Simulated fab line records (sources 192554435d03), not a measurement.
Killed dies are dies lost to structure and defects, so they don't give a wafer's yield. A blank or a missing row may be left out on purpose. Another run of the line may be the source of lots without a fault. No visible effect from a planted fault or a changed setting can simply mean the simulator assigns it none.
Code-filled problem report in 8D (eight disciplines) form / flow n5 finfet / the parts of the form that need people (team, actions taken, sign-off) are left out

## 1. THE PROBLEM
GC_FILL_THK at N5_GATE_CUT_THK_MEAS_24 reads a mean of 168.7 nm on 1 wafer of 1 lot; wafers without a fault read 220.8 nm with a standard deviation of 2.2. Measured from the usual mean, that is -24 standard deviations.
First seen on wafer L703.2, day 7 01:04, on film metro-02. At this step, 23 wafers from 8 lots have a number in the record. The rule behind "out" and "out of limits": a value lying over 4 standard deviations away from the usual mean. The rest of the wafers with a number are treated as sound.

## 2. WHAT THIS IS AND IS NOT
question=which readings at this step | is=GC_FILL_THK | is not=-
question=which lots | is=L703 | is not=L696, L698, L699, L709, L710, L713, L716
question=which wafers of those lots | is=L703.2 | is not=L703.6
question=read on which gauges | is=film metro-02 | is not=film metro-01
question=when | is=from day 7 01:04 | is not=up to then (10 sound wafers); but 12 sound wafers of L709, L710, L713, L716 came after

## 3. THE SUSPECTS, EACH WITH WHAT RULES IT OUT
Counting: a tool at a process step up to the reading stays a suspect if it ran every lot that is out. Sound lots after the first of them don't rule it out here, since some wafers of a struck lot are sound.
- the gauge at N5_GATE_CUT_THK_MEAS_24: ruled out. All the wafers that are out were read on film metro-02, but those of them that N5_GATE_CUT_HM_OPEN_40 has rows for are out there too, on other tools.
- pecvd-02 at N5_GATE_CUT_HM_DEP_46 (deposits SiO2 from TEOS/O2, target thk 130 nm, time 26.6 s): kept. L703, the lot that is out, went through it at day 6 21:40; up to then, the latest sound lot through it was L699 at day 5 22:44.
- rie diel-02 at N5_GATE_CUT_ETCH_28 (etches underlayer in N2/H2, target depth 13 nm, time 10.4 s): kept. L703, the lot that is out, went through it at day 6 22:17; up to then, the latest sound lot through it was L699 at day 5 23:13.
- rie diel-02 at N5_GATE_CUT_HM_OPEN_40 (chemistry C4F6/O2, target SiO2, target depth 139 nm, time 85.1 s): kept. L703, the lot that is out, went through it at day 6 22:24; up to then, the latest sound lot through it was L699 at day 5 23:21. Out on those wafers are its own readings of etch rf on time s.
- rie metal-03 at N5_GATE_CUT_VAPOR_ETCH_51 (etches HfO2 in BCl3/Cl2): kept. L703, the lot that is out, went through it at day 6 22:52; up to then, the latest sound lot through it was L699 at day 5 23:49.
Left after counting: pecvd-02 at N5_GATE_CUT_HM_DEP_46, rie diel-02 at N5_GATE_CUT_ETCH_28, rie diel-02 at N5_GATE_CUT_HM_OPEN_40, rie metal-03 at N5_GATE_CUT_VAPOR_ETCH_51.

## 4. THE CAUSE (what the simulator had put in)
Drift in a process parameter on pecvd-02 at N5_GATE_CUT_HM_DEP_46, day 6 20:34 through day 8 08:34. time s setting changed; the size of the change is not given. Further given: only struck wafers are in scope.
Counting leaves 4 suspects; this tool is one of them.

## 5. THE CHAIN OF EFFECTS, in route order
Each row: a reading where the mean over the struck wafers with a number is more than 3 standard deviations away from the usual. Scope: only readings with a usual standard deviation given in the record; hours: median across lots of the time from each lot's start at the first step in this table that gives one to its start at this step; sigmas: change in usual standard deviations.
hours=0; step=N5_GATE_CUT_HM_OPEN_40; reading=etch rf on time s; usual=94.2 s; on struck wafers=57.8; change=-36.4; sigmas=-17
hours=3; step=N5_GATE_CUT_THK_MEAS_24; reading=GC_FILL_THK; usual=220.8 nm; on struck wafers=168.7; change=-52.1; sigmas=-24
Process steps it contains:
- N5_GATE_CUT_HM_OPEN_40: chemistry C4F6/O2, target SiO2, target depth 139 nm, time 85.1 s.
Later measuring or inspecting steps at which every struck wafer that the step has a row for has a number for every such reading, and none has moved that far: N5_BEOL_M4_RC_MEAS_101.

## 6. WHAT WOULD HAVE CAUGHT IT SOONER
The first out-of-limits reading at a measuring or inspecting step in this record came at day 7 01:04, 4 hours after the fault's start at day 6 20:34.
Of the tool readings at N5_GATE_CUT_HM_DEP_46 for which the record gives a usual standard deviation, none was out on any struck wafer, so an alarm limit of 4 standard deviations on them would not have fired.
By day 7 01:04 the whole set of lots that are out, 1 in number, had already begun N5_GATE_CUT_HM_DEP_46 on pecvd-02. None of them would have been spared by holding the tool at that moment.
